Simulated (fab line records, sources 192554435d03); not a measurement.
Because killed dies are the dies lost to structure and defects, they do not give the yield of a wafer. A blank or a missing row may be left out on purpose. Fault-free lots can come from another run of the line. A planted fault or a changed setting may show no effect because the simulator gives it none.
fab line records + flow n5_finfet
record:
- lots: 7
- wafers: 39
route steps=1938 shown HKMG_FIN@402 GATE_CUT@469 MOL_CONTACT_COAG@584
start_h: hours from the record's first day to the start of the lot's first wafer shown + wait_h: time in hours since the lot's previous step + " unchanged from the row above + L1.1+2: one row covering several wafers at once + - no value present, or no start provided + * or withheld: withheld + < > ~ a bound
route shown NAME@n: names a module that has steps shown in the file, with the first one's number in the route + usual: mean/standard deviation taken from wafers without a fault + same: alike in all rows + chamber/n: place in a boat + sites: the reading at each site + _std_site: how widely they spread, as a standard deviation + _edge_site: the outer-site mean with the inner-site mean subtracted + radius_mm: how far each site lies from the wafer's centre + mask NAME#n: copy n + behind: the most recent tool/chamber to have shaped the wafer + hold: what put the lot on hold/how long, in hours/how the hold closed + device: transistor that didn't switch, given as n, p or np + end of line: the same wafers' tests at the end of the route + a step with no rows: only its recipe + killed: count of dies lost to structure and defects at first sort (not the wafer's yield) + map: dies across one wafer; x = killed, . = not, _ = none there
set.NAME: the run value of the setting; set.NAME@STEP: its run value at that earlier step + model.NAME: the simulator's own value behind a step, which no gauge read
one table per step and one row per wafer, for lots whose settings were changed on purpose
== steps ==
step: N5_HKMG_FIN_ETCH_54
recipe:
- chemistry: CF4
- target: SiARC
- target_depth_a: 455
- mask_material: CAR-ArF
- time_s: 75.8
- ion_energy_ev: 80
- pressure_mtorr: 40
- source_w: 545
- bias_w: 36
- Ar_flow_sccm: 100
- cf4_flow_sccm: 100
- ends: cleared
usual:
- rf_vpp_V: 184.1/1.3
| lot.wafer | tool        | chamber | start_h | wait_h | set.bias_w | rf_vpp_V |
|-----------|-------------|---------|---------|--------|------------|----------|
| L078.1    | rie_diel-05 | 2       | 99.99   | 0.0    | 36         | 183.0    |
| L078.5    | "           | 2       | "       | "      | 36         | 183.9    |
| L078.6    | "           | 0       | "       | "      | 36         | 183.3    |
| L080.1    | rie_diel-06 | 3       | 111.72  | 0.0    | 40.07      | 196.9    |
| L080.2    | "           | 2       | "       | "      | 36         | 180.8    |
| L080.3    | "           | 1       | "       | "      | 40.07      | 199.2    |
| L080.4    | "           | 0       | "       | "      | 40.07      | 198.3    |
| L080.5    | "           | 1       | "       | "      | 36         | 184.8    |
| L080.6    | "           | 0       | "       | "      | 36         | 185.9    |
| L082.1    | rie_diel-01 | 0       | 123.86  | 0.0    | 36         | 184.3    |
| L082.2    | "           | 3       | "       | "      | 36         | 183.3    |
| L082.3    | "           | 2       | "       | "      | 36         | 182.0    |
| L082.4    | "           | 1       | "       | "      | 36         | 183.2    |
| L082.5    | "           | 3       | "       | "      | 36         | 182.0    |
| L082.6    | "           | 0       | "       | "      | 36         | 185.0    |
| L083.1    | rie_diel-05 | 2       | 126.33  | 0.0    | 36         | 184.3    |
| L083.2    | "           | 3       | "       | "      | 42.08      | 205.6    |
| L083.3    | "           | 2       | "       | "      | 36         | 184.2    |
| L083.4    | "           | 3       | "       | "      | 42.08      | 204.9    |
| L083.5    | "           | 2       | "       | "      | 42.08      | 203.4    |
| L083.6    | "           | 3       | "       | "      | 36         | 185.8    |
| L084.1    | rie_diel-01 | 2       | 136.08  | 0.0    | 36         | 183.7    |
| L084.2    | "           | 3       | "       | "      | 36         | 184.1    |
| L084.3    | "           | 1       | "       | "      | 36         | 183.0    |
| L084.4    | "           | 0       | "       | "      | 36         | 182.9    |
| L084.5    | "           | 0       | "       | "      | 36         | 184.2    |
| L084.6    | "           | 3       | "       | "      | 36         | 184.6    |
| L089.1    | rie_diel-06 | 3       | 164.03  | 0.0    | 36         | 185.2    |
| L089.2    | "           | 1       | "       | "      | 29.99      | 165.1    |
| L089.3    | "           | 0       | "       | "      | 36         | 186.8    |
| L089.4    | "           | 2       | "       | "      | 29.99      | 162.7    |
| L089.5    | "           | 0       | "       | "      | 36         | 188.0    |
| L089.6    | "           | 3       | "       | "      | 29.99      | 165.1    |
| L092.1    | rie_diel-05 | 2       | 181.15  | 0.0    | 36         | 184.0    |
| L092.2    | "           | 3       | "       | "      | 32.37      | 174.4    |
| L092.3    | "           | 1       | "       | "      | 36         | 186.2    |
| L092.4    | "           | 0       | "       | "      | 32.37      | 171.7    |
| L092.5    | "           | 2       | "       | "      | 32.37      | 171.4    |
| L092.6    | "           | 3       | "       | "      | 36         | 185.0    |
step: N5_HKMG_FIN_CVD_62
recipe:
- material: a-Si
- target_thk_a: 30
- temp_c: 500
- precursor: Si2H6
- pressure_torr: 1
- time_s: 20.8
| lot.wafer  | tool              | chamber | start_h | wait_h | set.target_thk_a | model.a-Si_of_HKMG_FIN_CVD_62.thk_nm |
|------------|-------------------|---------|---------|--------|------------------|--------------------------------------|
| L078.1+5   | thermal_cvd_si-02 | 2,0     | 101.68  | 0.2    | 30               | 3                                    |
| L078.6     | "                 | 1       | "       | "      | 30               | 2.8                                  |
| L080.1+3+5 | thermal_cvd_si-02 | 1,0,2   | 113.42  | 0.2    | 30               | 3                                    |
| L080.2+4+6 | "                 | 2,0,1   | "       | "      | 30               | 2.8                                  |
| L082.1+5   | thermal_cvd_si-02 | 0,2     | 125.56  | 0.2    | 30               | 3                                    |
| L082.2+3+6 | "                 | 1,2,0   | "       | "      | 26.2             | 2.6                                  |
| L082.4     | "                 | 1       | "       | "      | 30               | 2.8                                  |
| L083.1+4+5 | thermal_cvd_si-01 | 2,2,1   | 128.52  | 0.2    | 30               | 3                                    |
| L083.2+3+6 | "                 | 0,1,0   | "       | "      | 33.34            | 3.4                                  |
| L084.1+4+5 | thermal_cvd_si-02 | 1,0,1   | 137.77  | 0.2    | 30               | 3                                    |
| L084.2+3+6 | "                 | 2,0,2   | "       | "      | 28.37            | 2.8                                  |
| L089.1+4+5 | thermal_cvd_si-01 | 0,0,2   | 165.85  | 0.2    | 27.13            | 2.8                                  |
| L089.2+3+6 | "                 | 2,1,1   | "       | "      | 30               | 3                                    |
| L092.1+2+5 | thermal_cvd_si-02 | 0,2,1   | 182.92  | 0.2    | 30               | 3                                    |
| L092.3+4+6 | "                 | 1,2,0   | "       | "      | 25.76            | 2.6                                  |
step: N5_HKMG_FIN_ETCH_35
recipe:
- chemistry: N2/H2
- target: SOC
- target_depth_a: 2158
- ion_energy_ev: 65
- bias_w: 5
- source_w: 3000
- time_s: 243.4
- pressure_mtorr: 30
- n2_flow_sccm: 200
- h2_flow_sccm: 200
usual:
- rf_vpp_V: 141.7/1.1
| lot.wafer | tool        | chamber | start_h | wait_h | set.source_w | rf_vpp_V | model.SOC_of_HKMG_FIN_COAT_29.thk_nm | model.etch.depth_nm | model.HKMG_FIN.feature_depth_nm |
|-----------|-------------|---------|---------|--------|--------------|----------|--------------------------------------|---------------------|---------------------------------|
| L078.1    | rie_diel-06 | 0       | 103.82  | 0.0    | 3000         | 142.4    | 80.8                                 | 218.2               | 218.2                           |
| L078.5    | "           | 0       | "       | "      | 3000         | 142.9    | 76.2                                 | 221.1               | 221.2                           |
| L078.6    | "           | 1       | "       | "      | 3000         | 142.4    | 81.8                                 | 216.7               | 216.6                           |
| L080.1    | rie_diel-01 | 2       | 115.36  | 0.0    | 3000         | 140.9    | 86                                   | 213.9               | 213.8                           |
| L080.2    | "           | 0       | "       | "      | 3000         | 141.7    | 90                                   | 210.2               | 210.2                           |
| L080.3    | "           | 1       | "       | "      | 3000         | 141.5    | 90                                   | 210.6               | 210.6                           |
| L080.4    | "           | 3       | "       | "      | 3000         | 142.2    | 87.8                                 | 212.1               | 212                             |
| L080.5    | "           | 0       | "       | "      | 3000         | 141.9    | 90                                   | 209.9               | 209.8                           |
| L080.6    | "           | 1       | "       | "      | 3000         | 141.5    | 90.2                                 | 209.5               | 209.4                           |
| L082.1    | rie_diel-01 | 1       | 127.50  | 0.0    | 3304         | 135.5    | 68.4                                 | 231.1               | 231.2                           |
| L082.2    | "           | 2       | "       | "      | 3304         | 135.8    | 64.2                                 | 235.7               | 235.8                           |
| L082.3    | "           | 3       | "       | "      | 3000         | 140.7    | 85.8                                 | 214.3               | 214.4                           |
| L082.4    | "           | 0       | "       | "      | 3304         | 136.4    | 67                                   | 233.2               | 233.2                           |
| L082.5    | "           | 0       | "       | "      | 3000         | 142.1    | 88.2                                 | 212.6               | 212.6                           |
| L082.6    | "           | 1       | "       | "      | 3000         | 141.8    | 86.6                                 | 213.2               | 213.2                           |
| L083.1    | rie_diel-01 | 0       | 130.58  | 0.0    | 3234         | 136.3    | 74                                   | 225.5               | 225.6                           |
| L083.2    | "           | 3       | "       | "      | 3000         | 140.9    | 87.2                                 | 212.1               | 212.2                           |
| L083.3    | "           | 1       | "       | "      | 3234         | 138.1    | 74.4                                 | 224.7               | 224.6                           |
| L083.4    | "           | 2       | "       | "      | 3000         | 141.7    | 83.4                                 | 215.5               | 215.6                           |
| L083.5    | "           | 1       | "       | "      | 3234         | 137.7    | 75.2                                 | 224.8               | 224.8                           |
| L083.6    | "           | 0       | "       | "      | 3000         | 141.4    | 90                                   | 209.5               | 209.6                           |
| L084.1    | rie_diel-05 | 1       | 139.89  | 0.0    | 3000         | 141.7    | 81.2                                 | 219                 | 219                             |
| L084.2    | "           | 2       | "       | "      | 3000         | 141.7    | 78.6                                 | 221.9               | 222                             |
| L084.3    | "           | 3       | "       | "      | 2483         | 151.4    | 114.4                                | 186.6               | 186.6                           |
| L084.4    | "           | 0       | "       | "      | 2483         | 149.4    | 115.6                                | 184.2               | 184.2                           |
| L084.5    | "           | 2       | "       | "      | 3000         | 141.1    | 78.2                                 | 222.9               | 223                             |
| L084.6    | "           | 1       | "       | "      | 2483         | 151.9    | 112.4                                | 187.8               | 187.8                           |
| L089.1    | rie_diel-06 | 2       | 167.75  | 0.0    | 3396         | 135.1    | 62.6                                 | 237.4               | 237.4                           |
| L089.2    | "           | 3       | "       | "      | 3000         | 141.8    | 87.6                                 | 214.4               | 214.4                           |
| L089.3    | "           | 1       | "       | "      | 3396         | 137.2    | 60.2                                 | 240.4               | 240.4                           |
| L089.4    | "           | 0       | "       | "      | 3000         | 141.4    | 82.4                                 | 217.3               | 217.4                           |
| L089.5    | "           | 3       | "       | "      | 3000         | 142.3    | 88.2                                 | 212.2               | 212.2                           |
| L089.6    | "           | 0       | "       | "      | 3396         | 137.5    | 57                                   | 243.7               | 243.8                           |
| L092.1    | rie_diel-06 | 0       | 185.80  | 0.0    | 3000         | 140.9    | 83.4                                 | 217.4               | 217.4                           |
| L092.2    | "           | 2       | "       | "      | 3000         | 142.0    | 88.6                                 | 211.9               | 212                             |
| L092.3    | "           | 3       | "       | "      | 3000         | 142.2    | 86.6                                 | 215.1               | 215.2                           |
| L092.4    | "           | 1       | "       | "      | 3000         | 144.4    | 86.2                                 | 215.3               | 215.2                           |
| L092.5    | "           | 0       | "       | "      | 3000         | 142.9    | 83.8                                 | 217.3               | 217.2                           |
| L092.6    | "           | 3       | "       | "      | 3000         | 144.5    | 86                                   | 214.5               | 214.4                           |
step: N5_GATE_CUT_ETCH_58
recipe:
- chemistry: CH3F/O2
- target: SiNx
- target_depth_a: 170
- time_s: 128.6
- ion_energy_ev: 50
- pressure_mtorr: 30
- source_w: 415
- bias_w: 21
- Ar_flow_sccm: 150
- CH3F_flow_sccm: 30
- O2_flow_sccm: 20
usual:
- rf_vpp_V: 98.9/0.89
| lot.wafer | tool        | chamber | start_h | wait_h | set.bias_w | rf_vpp_V | model.etch.depth_nm |
|-----------|-------------|---------|---------|--------|------------|----------|---------------------|
| L078.1    | rie_diel-04 | 3       | 108.54  | 0.1    | 21         | 98.9     | 16.85               |
| L078.5    | "           | 1       | "       | "      | 21         | 98.5     | 16.86               |
| L078.6    | "           | 2       | "       | "      | 21         | 97.6     | 16.42               |
| L080.1    | rie_diel-04 | 0       | 120.15  | 0.2    | 21         | 98.7     | 16.81               |
| L080.2    | "           | 3       | "       | "      | 21         | 98.7     | 16.83               |
| L080.3    | "           | 1       | "       | "      | 23.39      | 107.3    | 17.62               |
| L080.4    | "           | 2       | "       | "      | 21         | 99.3     | 16.38               |
| L080.5    | "           | 2       | "       | "      | 23.39      | 105.9    | 17.23               |
| L080.6    | "           | 3       | "       | "      | 23.39      | 105.3    | 17.7                |
| L082.1    | rie_diel-03 | 1       | 132.39  | 0.1    | 23.01      | 104.1    | 17.57               |
| L082.2    | "           | 0       | "       | "      | 23.01      | 105.8    | 17.84               |
| L082.3    | "           | 2       | "       | "      | 23.01      | 104.1    | 17.5                |
| L082.4    | "           | 3       | "       | "      | 21         | 97.8     | 16.9                |
| L082.5    | "           | 2       | "       | "      | 21         | 97.6     | 16.89               |
| L082.6    | "           | 1       | "       | "      | 21         | 98.2     | 16.93               |
| L083.1    | rie_diel-04 | 0       | 135.09  | 0.0    | 18.71      | 93.0     | 15.94               |
| L083.2    | "           | 1       | "       | "      | 21         | 100.1    | 16.86               |
| L083.3    | "           | 2       | "       | "      | 18.71      | 91.4     | 15.54               |
| L083.4    | "           | 3       | "       | "      | 18.71      | 91.2     | 16.01               |
| L083.5    | "           | 0       | "       | "      | 21         | 98.2     | 16.67               |
| L083.6    | "           | 3       | "       | "      | 21         | 98.1     | 16.68               |
| L084.1    | rie_diel-04 | 2       | 144.44  | 0.0    | 21         | 98.5     | 16.46               |
| L084.2    | "           | 3       | "       | "      | 21         | 99.1     | 16.73               |
| L084.3    | "           | 0       | "       | "      | 21         | 99.2     | 16.87               |
| L084.4    | "           | 1       | "       | "      | 21         | 99.7     | 16.95               |
| L084.5    | "           | 3       | "       | "      | 21         | 99.5     | 16.92               |
| L084.6    | "           | 0       | "       | "      | 21         | 99.5     | 16.89               |
| L089.1    | rie_diel-04 | 1       | 172.23  | 0.0    | 21         | 101.4    | 16.92               |
| L089.2    | "           | 0       | "       | "      | 21         | 98.5     | 16.8                |
| L089.3    | "           | 3       | "       | "      | 21         | 99.4     | 16.81               |
| L089.4    | "           | 2       | "       | "      | 21         | 98.6     | 16.52               |
| L089.5    | "           | 2       | "       | "      | 21         | 99.6     | 16.51               |
| L089.6    | "           | 3       | "       | "      | 21         | 98.7     | 16.85               |
| L092.1    | rie_diel-03 | 2       | 190.26  | 0.0    | 19.09      | 93.0     | 16.09               |
| L092.2    | "           | 3       | "       | "      | 21         | 98.3     | 16.74               |
| L092.3    | "           | 0       | "       | "      | 21         | 98.3     | 16.91               |
| L092.4    | "           | 3       | "       | "      | 21         | 98.4     | 16.81               |
| L092.5    | "           | 2       | "       | "      | 19.09      | 93.3     | 16.14               |
| L092.6    | "           | 0       | "       | "      | 19.09      | 94.6     | 16.47               |
step: N5_MOL_CONTACT_COAG_ETCHBACK_135
recipe:
- chemistry: CHF3
- target: SiO2
- target_depth_a: 250
- time_s: 16.7
- ion_energy_ev: 200
- pressure_mtorr: 30
- source_w: 610
- bias_w: 170
- Ar_flow_sccm: 200
- CHF3_flow_sccm: 50
| lot.wafer      | tool        | chamber   | start_h | wait_h | set.target_depth_a | model.SOC_of_MOL_CONTACT_COAG_COAT_75.thk_nm |
|----------------|-------------|-----------|---------|--------|--------------------|----------------------------------------------|
| L078.1+5+6     | rie_diel-06 | 1,1,2     | 128.42  | 0.0    | 250                | 57.6                                         |
| L080.1+2+5     | rie_diel-01 | 0,3,0     | 137.88  | 0.0    | 250                | 57.6                                         |
| L080.3+4+6     | "           | 2,1,3     | "       | "      | 266.7              | 57.4                                         |
| L082.1+4+6     | rie_diel-06 | 1,3,2     | 150.88  | 0.0    | 250                | 57.4                                         |
| L082.2         | "           | 3         | "       | "      | 214.3              | 58                                           |
| L082.3+5       | "           | 2,1       | "       | "      | 214.3              | 57.8                                         |
| L083.1         | rie_diel-01 | 3         | 151.57  | 0.0    | 250                | 57.4                                         |
| L083.2+3       | "           | 0,1       | "       | "      | 250                | 57.6                                         |
| L083.4+6       | "           | 2,1       | "       | "      | 232.6              | 57.8                                         |
| L083.5         | "           | 0         | "       | "      | 232.6              | 57.6                                         |
| L084.1+3+4     | rie_diel-06 | 3,1,2     | 162.04  | 0.0    | 250                | 57.4                                         |
| L084.2+5+6     | "           | 0,1,0     | "       | "      | 231.3              | 57.6                                         |
| L089.1+2       | rie_diel-06 | 3,1       | 192.46  | 0.0    | 250                | 57.6                                         |
| L089.3         | "           | 0         | "       | "      | 250                | 57.4                                         |
| L089.4+5+6     | "           | 2,0,1     | "       | "      | 224.5              | 57.8                                         |
| L092.1+2+3+4+6 | rie_diel-01 | 2,3,0,1,3 | 209.90  | 0.0    | 250                | 57.6                                         |
| L092.5         | "           | 0         | "       | "      | 250                | 57.8                                         |
step: N5_MOL_CONTACT_COAG_VIA_ETCH_117
recipe:
- chemistry: C4F6/O2
- target_depth_a: 400
- overetch_a: 80
- mask_material: SOC
- target: SiO2
- bias_w: 455
- pressure_mtorr: 10
- time_s: 26
- source_w: 325
- Ar_flow_sccm: 300
- C4F6_flow_sccm: 10
- O2_flow_sccm: 10
- ion_energy_ev: 575.3
- ends: end_point
| lot.wafer  | tool        | chamber | start_h | wait_h | set.target_depth_a | model.SOC_of_MOL_CONTACT_COAG_COAT_62.thk_nm |
|------------|-------------|---------|---------|--------|--------------------|----------------------------------------------|
| L078.1     | rie_diel-05 | 2       | 129.82  | 0.0    | 400                | 51.4                                         |
| L078.5+6   | "           | 3,2     | "       | "      | 400                | 51.2                                         |
| L080.1     | rie_diel-01 | 2       | 139.50  | 0.0    | 400                | 51.2                                         |
| L080.2     | "           | 3       | "       | "      | 400                | 51.4                                         |
| L080.3     | "           | 0       | "       | "      | 400                | 51.6                                         |
| L080.4     | "           | 1       | "       | "      | 357.5              | 52                                           |
| L080.5+6   | "           | 2,3     | "       | "      | 357.5              | 51.8                                         |
| L082.1+3   | rie_diel-01 | 1,0     | 152.41  | 0.0    | 400                | 51.6                                         |
| L082.2     | "           | 2       | "       | "      | 423.5              | 51                                           |
| L082.4     | "           | 3       | "       | "      | 400                | 51.4                                         |
| L082.5     | "           | 1       | "       | "      | 423.5              | 51.2                                         |
| L082.6     | "           | 0       | "       | "      | 423.5              | 51.4                                         |
| L083.1+5   | rie_diel-06 | 3,2     | 153.27  | 0.0    | 400                | 51.6                                         |
| L083.2     | "           | 2       | "       | "      | 400                | 51.8                                         |
| L083.3+4   | "           | 1       | "       | "      | 419.7              | 51.2                                         |
| L083.6     | "           | 3       | "       | "      | 419.7              | 51.4                                         |
| L084.1+2   | rie_diel-05 | 3,2     | 163.73  | 0.0    | 367.1              | 51.8                                         |
| L084.3+4+5 | "           | 1,0,1   | "       | "      | 400                | 51.4                                         |
| L084.6     | "           | 0       | "       | "      | 367.1              | 51.6                                         |
| L089.1+2+5 | rie_diel-05 | 3,2,0   | 193.77  | 0.0    | 400                | 51.4                                         |
| L089.3     | "           | 1       | "       | "      | 355.2              | 52.2                                         |
| L089.4     | "           | 0       | "       | "      | 355.2              | 52                                           |
| L089.6     | "           | 3       | "       | "      | 355.2              | 51.8                                         |
| L092.1+2   | rie_diel-06 | 3,1     | 211.51  | 0.0    | 400                | 51.8                                         |
| L092.3     | "           | 0       | "       | "      | 400                | 51.6                                         |
| L092.4+5   | "           | 2,3     | "       | "      | 439.8              | 51.4                                         |
| L092.6     | "           | 0       | "       | "      | 439.8              | 51                                           |
== key ==
split:
- step: N5_HKMG_FIN_ETCH_54
- setting: bias_w
- stated: 36
- by: wafer
response:
- step: N5_HKMG_FIN_ETCH_54
- reading: rf_vpp_V
- change: +1.26
- per: 1%
- r: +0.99
split:
- step: N5_HKMG_FIN_CVD_62
- setting: target_thk_a
- stated: 30
- by: wafer
response:
- step: N5_HKMG_FIN_CVD_62
- reading: model.a-Si_of_HKMG_FIN_CVD_62.thk_nm
- change: +0.0286
- per: 1%
- r: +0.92
split:
- step: N5_HKMG_FIN_ETCH_35
- setting: source_w
- stated: 3000
- by: wafer
response:
- step: N5_HKMG_FIN_ETCH_35
- reading: rf_vpp_V
- change: -0.504
- per: 1%
- r: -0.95
response:
- step: N5_HKMG_FIN_ETCH_35
- reading: model.SOC_of_HKMG_FIN_COAT_29.thk_nm
- change: -1.96
- per: 1%
- r: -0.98
response:
- step: N5_HKMG_FIN_ETCH_35
- reading: model.etch.depth_nm
- change: +1.96
- per: 1%
- r: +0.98
response:
- step: N5_HKMG_FIN_ETCH_35
- reading: model.HKMG_FIN.feature_depth_nm
- change: +1.97
- per: 1%
- r: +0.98
split:
- step: N5_GATE_CUT_ETCH_58
- setting: bias_w
- stated: 21
- by: wafer
response:
- step: N5_GATE_CUT_ETCH_58
- reading: rf_vpp_V
- change: +0.631
- per: 1%
- r: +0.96
response:
- step: N5_GATE_CUT_ETCH_58
- reading: model.etch.depth_nm
- change: +0.0751
- per: 1%
- r: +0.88
split:
- step: N5_MOL_CONTACT_COAG_ETCHBACK_135
- setting: target_depth_a
- stated: 250
- by: wafer
response:
- step: N5_MOL_CONTACT_COAG_ETCHBACK_135
- reading: model.SOC_of_MOL_CONTACT_COAG_COAT_75.thk_nm
- change: -0.0298
- per: 1%
- r: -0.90
split:
- step: N5_MOL_CONTACT_COAG_VIA_ETCH_117
- setting: target_depth_a
- stated: 400
- by: wafer
response:
- step: N5_MOL_CONTACT_COAG_VIA_ETCH_117
- reading: model.SOC_of_MOL_CONTACT_COAG_COAT_62.thk_nm
- change: -0.0496
- per: 1%
- r: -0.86
